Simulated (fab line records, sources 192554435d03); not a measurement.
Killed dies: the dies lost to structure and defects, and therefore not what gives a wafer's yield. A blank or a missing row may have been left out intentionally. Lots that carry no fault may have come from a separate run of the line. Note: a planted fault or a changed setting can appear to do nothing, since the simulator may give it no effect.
fab line records + flow n5Finfet
[record]
- lots = 6
- wafers = 18
- lastDay = 17
route steps=1938 shown BEOL_M14@1754
lots with no fault: from the same line, run without faults
startH: hours from the record's first day to the start of the lot's first wafer shown + waitH: hours since the lot's step before + " identical to the entry in the row above + L1.1+2: a single row standing in for several wafers + - no value, or no start given + * or withheld: withheld + < > ~ a bound
route shown NAME@n: names a module that has steps shown in the file, with the first one's number in the route + usual: average and standard deviation across the fault-free wafers + same: alike in all rows + chamber/n: place in a boat + sites: per-site readings + _std_site: standard deviation of those values + _edge_site: mean of outer sites minus mean of inner sites + radiusMm: for every site, how far away it sits from the centre of the wafer + mask NAME#n: copy n + behind: the tool/chamber that last shaped the wafer + hold: why the lot went on hold/how many hours it stayed there/how the hold came to an end + device: which transistor (n, p or np) failed to switch + end of line: tests run on the same wafers once the route is complete + for a step that has no rows: nothing shown but its recipe + killed: the dies lost at the first sort to structure and to defects; this is not the yield of the wafer + map: shows each die of a wafer: x if killed, . if not, _ if none is there
set.NAME: the setting as run; set.NAME@STEP: as run at that earlier step + model.NAME: the simulator's own value behind a step, which no gauge read
a table for each step, a row for each wafer; lots at some steps of the route
services: from which hour (startH, from the record's first day; less than 0 if before it) a tool's chamber was out of use, for how many hours, and why
[[steps]]
[step N5_BEOL_M14_STRIP_70]
[recipe]
- chemistry = C4F8/O2/Ar
- resist = SiARC
- rfFrequencyHz = 6e+07
[step N5_BEOL_M14_OCD_MEAS_35]
[usual]
- trenchDepthNm = 557/8.6
| lot.wafer | tool   | chamber | startH | waitH | trenchDepthNm |
|-----------|--------|---------|--------|-------|---------------|
| L653.3    | ocd-02 | -       | 249.77 | 0.0   | 549           |
| L653.4    | "      | -       | "      | "     | 545           |
| L653.6    | "      | -       | "      | "     | 543           |
| L655.1    | ocd-01 | -       | 274.05 | 0.0   | 562           |
| L655.2    | "      | -       | "      | "     | 556           |
| L655.3    | "      | -       | "      | "     | 557           |
| L658.3    | ocd-02 | -       | 292.71 | 0.0   | 556           |
| L658.4    | "      | -       | "      | "     | 570           |
| L658.5    | "      | -       | "      | "     | 565           |
| L661.2    | ocd-01 | -       | 294.99 | 0.0   | 563           |
| L661.3    | "      | -       | "      | "     | 563           |
| L661.4    | "      | -       | "      | "     | 569           |
| L668.2    | ocd-02 | -       | 346.09 | 0.0   | 554           |
| L668.3    | "      | -       | "      | "     | 562           |
| L668.6    | "      | -       | "      | "     | 575           |
| L673.3    | ocd-02 | -       | 392.51 | 0.0   | 551           |
| L673.5    | "      | -       | "      | "     | 550           |
| L673.6    | "      | -       | "      | "     | 556           |
[step N5_BEOL_M14_STRIP_37]
[recipe]
- chemistry = O2
- powerW = 600
- tempC = 60
- pressureMtorr = 30
- rfFrequencyHz = 6e+07
- biasPowerW = 0
- overashFraction = 0.3
- o2FlowSccm = 225
[usual]
- chamberPressureMTorr = 30.01/0.061
- drypumpMotorCurrentA = 5.6/0.41
- oesProductAu = 0.81/0.077
- rfVppV = 3.6/0.95
- showerheadPlenumPTorr = 2.10/0.068
- throttleValvePct = 16.64/0.29
| lot.wafer | tool       | chamber | startH | waitH | chamberPressureMTorr | drypumpMotorCurrentA | oesProductAu | rfHoursCounterH | rfVppV | showerheadPlenumPTorr | throttleValvePct |
|-----------|------------|---------|--------|-------|----------------------|----------------------|--------------|-----------------|--------|-----------------------|------------------|
| L653.3    | rieDiel-03 | 1       | 251.33 | 1.6   | 29.96                | 5.5                  | 0.92         | 8               | 3.5    | 2.07                  | 16.42            |
| L653.4    | "          | 2       | "      | "     | 29.99                | 5.6                  | 0.84         | 57              | 4.1    | 2.22                  | 16.28            |
| L653.6    | "          | 3       | "      | "     | 30.05                | 5.7                  | 0.92         | -               | 3.3    | 2.14                  | 16.81            |
| L655.1    | rieDiel-06 | 1       | 276.06 | 2.0   | 29.96                | 5.3                  | 0.72         | 168             | 3.5    | 2.00                  | 17.02            |
| L655.2    | "          | 2       | "      | "     | 30.07                | 4.9                  | 0.78         | 122             | 4.1    | 2.01                  | 16.85            |
| L655.3    | "          | 3       | "      | "     | 29.91                | 6.5                  | 0.69         | 237             | 2.3    | 2.15                  | 16.85            |
| L658.3    | rieDiel-04 | 0       | 296.36 | 3.7   | 30.02                | 5.4                  | 0.78         | 105             | 3.8    | 2.21                  | 17.08            |
| L658.4    | "          | 3       | "      | "     | 29.98                | 5.5                  | 0.83         | 76              | 3.2    | 2.12                  | 16.23            |
| L658.5    | "          | 2       | "      | "     | 30.01                | 5.6                  | 0.82         | -               | 3.3    | 2.11                  | 16.23            |
| L661.2    | rieDiel-03 | 3       | 296.40 | 1.4   | 30.10                | 5.7                  | 0.88         | 43              | 3.6    | 2.13                  | 16.84            |
| L661.3    | "          | 0       | "      | "     | 30.02                | 5.1                  | 0.81         | 87              | 3.8    | 2.04                  | 16.77            |
| L661.4    | "          | 2       | "      | "     | 30.14                | 5.7                  | 0.85         | 68              | 2.9    | 2.21                  | 16.34            |
| L668.2    | rieDiel-06 | 1       | 346.17 | 0.1   | 29.94                | 5.3                  | 0.72         | 199             | 2.7    | 1.99                  | 17.08            |
| L668.3    | "          | 3       | "      | "     | 30.00                | 6.5                  | 0.97         | 7               | 4.0    | 2.14                  | 16.44            |
| L668.6    | "          | 2       | "      | "     | 30.14                | 5.0                  | 0.77         | -               | 4.6    | 2.00                  | 16.84            |
| L673.3    | rieDiel-03 | 3       | 394.97 | 2.5   | 29.93                | 5.6                  | 0.86         | 71              | 2.7    | 2.12                  | 16.88            |
| L673.5    | "          | 2       | "      | "     | 30.11                | 5.7                  | 0.79         | -               | 3.6    | 2.20                  | 16.37            |
| L673.6    | "          | 1       | "      | "     | 30.00                | 5.6                  | 0.82         | -               | 3.1    | 2.05                  | 16.45            |
[step N5_BEOL_M14_ETCH_38]
[recipe]
- chemistry = CF4/N2
- target = SiCN
- targetDepthA = 1065
- taperDeg = 2
- timeS = 120.6
- ionEnergyEv = 150
- maskMaterial = SiO2
- pressureMtorr = 40
- sourceW = 430
- biasW = 70
- Ar_flow_sccm = 100
- cf4FlowSccm = 60
- n2FlowSccm = 60
[usual]
- chamberPressureMTorr = 40.00/0.039
- drypumpMotorCurrentA = 5.6/0.41
- oesProductAu = 0.81/0.075
- rfVppV = 382.3/1.8
- showerheadPlenumPTorr = 2.21/0.069
- throttleValvePct = 15.42/0.28
| lot.wafer | tool       | chamber | startH | waitH | chamberPressureMTorr | drypumpMotorCurrentA | oesProductAu | rfHoursCounterH | rfVppV | showerheadPlenumPTorr | throttleValvePct |
|-----------|------------|---------|--------|-------|----------------------|----------------------|--------------|-----------------|--------|-----------------------|------------------|
| L653.3    | rieDiel-03 | 1       | -      | -     | 39.95                | 5.6                  | 0.92         | 8               | 379.6  | 2.17                  | 15.11            |
| L653.4    | "          | 2       | "      | "     | 40.06                | 5.7                  | 0.84         | 57              | 383.8  | 2.34                  | 15.11            |
| L653.6    | "          | 3       | "      | "     | 40.08                | 5.6                  | 0.92         | -               | 384.3  | 2.25                  | 15.56            |
| L655.1    | rieDiel-06 | 1       | -      | -     | 40.01                | 5.3                  | 0.74         | 168             | 379.5  | 2.11                  | 15.79            |
| L655.2    | "          | 2       | "      | "     | 40.02                | 5.0                  | 0.79         | 122             | 380.3  | 2.14                  | 15.68            |
| L655.3    | "          | 3       | "      | "     | 40.00                | 6.5                  | 0.69         | 237             | 385.1  | 2.26                  | 15.69            |
| L658.3    | rieDiel-04 | 0       | -      | -     | 40.03                | 5.4                  | 0.77         | 105             | 384.6  | 2.31                  | 15.70            |
| L658.4    | "          | 3       | "      | "     | 40.00                | 5.5                  | 0.84         | 76              | 383.2  | 2.23                  | 15.01            |
| L658.5    | "          | 2       | "      | "     | 39.94                | 5.7                  | 0.81         | -               | 382.4  | 2.23                  | 15.03            |
| L661.2    | rieDiel-03 | 3       | -      | -     | 39.93                | 5.7                  | 0.88         | 43              | 383.9  | 2.25                  | 15.61            |
| L661.3    | "          | 0       | "      | "     | 39.94                | 5.1                  | 0.80         | 87              | 380.8  | 2.14                  | 15.50            |
| L661.4    | "          | 2       | "      | "     | 39.99                | 5.7                  | 0.82         | 68              | 384.2  | 2.33                  | 15.12            |
| L668.2    | rieDiel-06 | 1       | -      | -     | 39.99                | 5.3                  | 0.71         | 199             | 381.9  | 2.10                  | 15.86            |
| L668.3    | "          | 3       | "      | "     | 39.98                | 6.5                  | 0.96         | 7               | 384.6  | 2.26                  | 15.23            |
| L668.6    | "          | 2       | "      | "     | 39.96                | 5.0                  | 0.75         | -               | 380.0  | 2.13                  | 15.73            |
| L673.3    | rieDiel-03 | 3       | -      | -     | 40.06                | 5.7                  | 0.85         | 71              | 384.1  | 2.24                  | 15.68            |
| L673.5    | "          | 2       | "      | "     | 39.94                | 5.7                  | 0.79         | -               | 384.0  | 2.32                  | 15.20            |
| L673.6    | "          | 1       | "      | "     | 39.94                | 5.6                  | 0.84         | -               | 381.9  | 2.15                  | 15.20            |
[step N5_BEOL_M14_PRECLEAN_39]
[recipe]
- chemistry = residueRemover
- timeS = 60
- tempC = 40
[step N5_BEOL_M14_SRD_40]
[recipe]
- timeS = 30
- tempC = 23
- rinseLiquid = diw
- dry = n2Spin
- spinRpm = 1500
- dryTimeS = 30
[step N5_BEOL_M14_DEGAS_41]
[recipe]
- ambient = vacuum
- tempC = 300
- timeS = 60
[usual]
- heaterPowerW = 477/54
| lot.wafer | tool          | chamber | startH | waitH | heaterPowerW |
|-----------|---------------|---------|--------|-------|--------------|
| L653.3    | pvdSputter-02 | -       | 253.90 | 2.3   | 582          |
| L653.4    | "             | -       | "      | "     | 498          |
| L653.6    | "             | -       | "      | "     | 507          |
| L655.1    | pvdSputter-03 | -       | 276.57 | 0.2   | 455          |
| L655.2    | "             | -       | "      | "     | 393          |
| L655.3    | "             | -       | "      | "     | 475          |
| L658.3    | pvdSputter-02 | -       | 296.77 | 0.2   | 556          |
| L658.4    | "             | -       | "      | "     | 578          |
| L658.5    | "             | -       | "      | "     | 561          |
| L661.2    | pvdSputter-03 | -       | 297.16 | 0.5   | 395          |
| L661.3    | "             | -       | "      | "     | 441          |
| L661.4    | "             | -       | "      | "     | 433          |
| L668.2    | pvdSputter-02 | -       | 346.58 | 0.2   | 491          |
| L668.3    | "             | -       | "      | "     | 438          |
| L668.6    | "             | -       | "      | "     | 573          |
| L673.3    | pvdSputter-02 | -       | 395.50 | 0.3   | 557          |
| L673.5    | "             | -       | "      | "     | 580          |
| L673.6    | "             | -       | "      | "     | 488          |
[step N5_BEOL_M14_PRE_CLEAN_42]
[recipe]
- gas = H2/He
- timeS = 30
- tempC = 300
[step N5_BEOL_M14_SPUTTER_43]
[recipe]
- material = TaN
- targetThkA = 150
- tempC = 50
- biasV = 168.6
- powerW = 15000
- chamberPressurePa = 0.12
- timeS = 24.19
[usual]
- throttleValvePct = 30.2/1.4
| lot.wafer | tool          | chamber | startH | waitH | throttleValvePct |
|-----------|---------------|---------|--------|-------|------------------|
| L653.3    | pvdSputter-02 | -       | 253.98 | 0.0   | 32.7             |
| L653.4    | "             | -       | "      | "     | 28.3             |
| L653.6    | "             | -       | "      | "     | 27.9             |
| L655.1    | pvdSputter-03 | -       | 276.65 | 0.0   | 30.0             |
| L655.2    | "             | -       | "      | "     | 30.9             |
| L655.3    | "             | -       | "      | "     | 28.8             |
| L658.3    | pvdSputter-02 | -       | 296.85 | 0.0   | 30.4             |
| L658.4    | "             | -       | "      | "     | 33.0             |
| L658.5    | "             | -       | "      | "     | 32.9             |
| L661.2    | pvdSputter-03 | -       | 297.24 | 0.0   | 31.1             |
| L661.3    | "             | -       | "      | "     | 29.9             |
| L661.4    | "             | -       | "      | "     | 30.6             |
| L668.2    | pvdSputter-02 | -       | 346.66 | 0.0   | 28.0             |
| L668.3    | "             | -       | "      | "     | 30.4             |
| L668.6    | "             | -       | "      | "     | 32.9             |
| L673.3    | pvdSputter-02 | -       | 395.58 | 0.0   | 32.8             |
| L673.5    | "             | -       | "      | "     | 33.0             |
| L673.6    | "             | -       | "      | "     | 28.1             |
[step N5_BEOL_M14_SPUTTER_44]
[recipe]
- material = Ta
- targetThkA = 150
- tempC = 50
- biasV = 80
- powerW = 15000
- chamberPressurePa = 0.07
- timeS = 24.19
[usual]
- throttleValvePct = 30.2/1.4
| lot.wafer | tool          | chamber | startH | waitH | throttleValvePct |
|-----------|---------------|---------|--------|-------|------------------|
| L653.3    | pvdSputter-02 | -       | 254.06 | 0.0   | 32.9             |
| L653.4    | "             | -       | "      | "     | 27.9             |
| L653.6    | "             | -       | "      | "     | 28.0             |
| L655.1    | pvdSputter-03 | -       | 276.73 | 0.0   | 29.9             |
| L655.2    | "             | -       | "      | "     | 30.8             |
| L655.3    | "             | -       | "      | "     | 29.0             |
| L658.3    | pvdSputter-02 | -       | 296.93 | 0.0   | 30.4             |
| L658.4    | "             | -       | "      | "     | 33.1             |
| L658.5    | "             | -       | "      | "     | 32.9             |
| L661.2    | pvdSputter-03 | -       | 297.32 | 0.0   | 30.9             |
| L661.3    | "             | -       | "      | "     | 29.8             |
| L661.4    | "             | -       | "      | "     | 30.5             |
| L668.2    | pvdSputter-02 | -       | 346.74 | 0.0   | 27.9             |
| L668.3    | "             | -       | "      | "     | 30.0             |
| L668.6    | "             | -       | "      | "     | 33.0             |
| L673.3    | pvdSputter-02 | -       | 395.66 | 0.0   | 32.7             |
| L673.5    | "             | -       | "      | "     | 33.2             |
| L673.6    | "             | -       | "      | "     | 28.2             |
[step N5_BEOL_M14_SPUTTER_45]
[recipe]
- material = Cu
- targetThkA = 1000
- tempC = -20
- biasV = 60
- powerW = 26000
- chamberPressurePa = 0.13
- timeS = 16.67
[step N5_BEOL_M14_ECD_47]
[recipe]
- material = Cu
- targetThkA = 12480
[step N5_BEOL_M14_ANNEAL_48]
[recipe]
- tempC = 225
- timeS = 90
- ambient = N2
[usual]
- annealTempC = 225.02/0.18
- annealTempCMax = 226.3/0.33
- wafer_temp_C_max = 225.91/0.23
| lot.wafer | tool         | chamber | startH | waitH | annealTempC | annealTempCMax | wafer_temp_C_max |
|-----------|--------------|---------|--------|-------|-------------|----------------|------------------|
| L653.3    | rtpAnneal-02 | 0       | 254.60 | 0.2   | 224.89      | 226.0          | 225.54           |
| L653.4    | "            | 0       | "      | "     | 224.70      | 226.1          | 225.72           |
| L653.6    | "            | 0       | "      | "     | 224.93      | 226.1          | 226.27           |
| L655.1    | rtpAnneal-02 | 0       | 277.11 | 0.1   | 225.18      | 226.2          | 225.69           |
| L655.2    | "            | 0       | "      | "     | 225.11      | 226.0          | 226.45           |
| L655.3    | "            | 0       | "      | "     | 225.13      | 226.3          | 225.89           |
| L658.3    | rtpAnneal-01 | -       | 297.40 | 0.2   | -           | -              | -                |
| L658.4    | "            | -       | "      | "     | -           | -              | -                |
| L658.5    | "            | -       | "      | "     | -           | -              | -                |
| L661.2    | rtpAnneal-02 | -       | 297.75 | 0.2   | -           | -              | -                |
| L661.3    | "            | -       | "      | "     | -           | -              | -                |
| L661.4    | "            | -       | "      | "     | -           | -              | -                |
| L668.2    | rtpAnneal-01 | 0       | 347.21 | 0.2   | 225.14      | 226.9          | 225.84           |
| L668.3    | "            | 0       | "      | "     | 224.92      | 226.4          | 225.88           |
| L668.6    | "            | 0       | "      | "     | 224.94      | 226.7          | 225.97           |
| L673.3    | rtpAnneal-02 | 0       | 396.14 | 0.2   | 224.81      | 225.9          | 226.15           |
| L673.5    | "            | 0       | "      | "     | 224.80      | 225.9          | 225.91           |
| L673.6    | "            | 0       | "      | "     | 225.04      | 226.2          | 225.76           |
[step N5_BEOL_M14_CMP_49]
[recipe]
- stopOn = SiO2
- tOverpolishS = 5.2
- downForcePsi = 2
- platenRpm = 80
- clearingPlatenDownForcePsi = 2
- clearingPlatenRpm = 80
- postCmpClean = cuAlkaline
- targetThkNm = 560
- clearingPlatenPadVelocityMS = 1.5917
- padVelocityMS = 1.5917
[[services]]
| tool          | chamber | startH | hours | kind                        |
|---------------|---------|--------|-------|-----------------------------|
| rieDiel-03    | 2       | 276.78 | 12.1  | repair                      |
| rieDiel-06    | 3       | 311.90 | -     | clean                       |
| rieDiel-06    | 3       | 311.90 | -     | consumableReplace:focusRing |
| rieDiel-06    | 3       | 311.90 | 18.8  | scheduledDown               |
| rieDiel-06    | 3       | 311.90 | 18.8  | ventCycle                   |
| rieDiel-03    | 1       | 329.69 | 7.5   | repair                      |
| rieDiel-03    | 3       | 332.74 | 11.1  | repair                      |
| pvdSputter-02 | -       | 335.43 | 2.0   | repair                      |
| rieDiel-06    | 0       | 338.64 | 15.8  | repair                      |
| rieDiel-03    | -       | 344.70 | 2.8   | pm                          |
| rieDiel-03    | 2       | 362.19 | 4.5   | repair                      |
| rieDiel-06    | 0       | 372.36 | -     | clean                       |
| rieDiel-06    | 0       | 372.36 | -     | consumableReplace:focusRing |
| rieDiel-06    | 0       | 372.36 | 18.7  | scheduledDown               |
| rieDiel-06    | 0       | 372.36 | 18.7  | ventCycle                   |
| rieDiel-04    | 1       | 374.84 | 12.1  | repair                      |
| rieDiel-04    | 2       | 388.69 | 8.6   | repair                      |
| rtpAnneal-01  | -       | 396.05 | 7.1   | pm                          |
[[key]]
[firstSign]
- step = N5_BEOL_M14_ANNEAL_48
- reading = toolRecord
- direction = missing
effect none on later readings
metAt N5_BEOL_M14_ANNEAL_48
struckWafers L658.3,L658.4,L658.5,L661.2,L661.3,L661.4
onsetBetween 277.11 297.40
[fault]
- kind = skippedStepWhole
- tool = rtpAnneal-01,rtpAnneal-02
- chamber = -
- onsetH = 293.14
- steps = N5_BEOL_M14_ANNEAL_48
- scope = struckLotsOnly
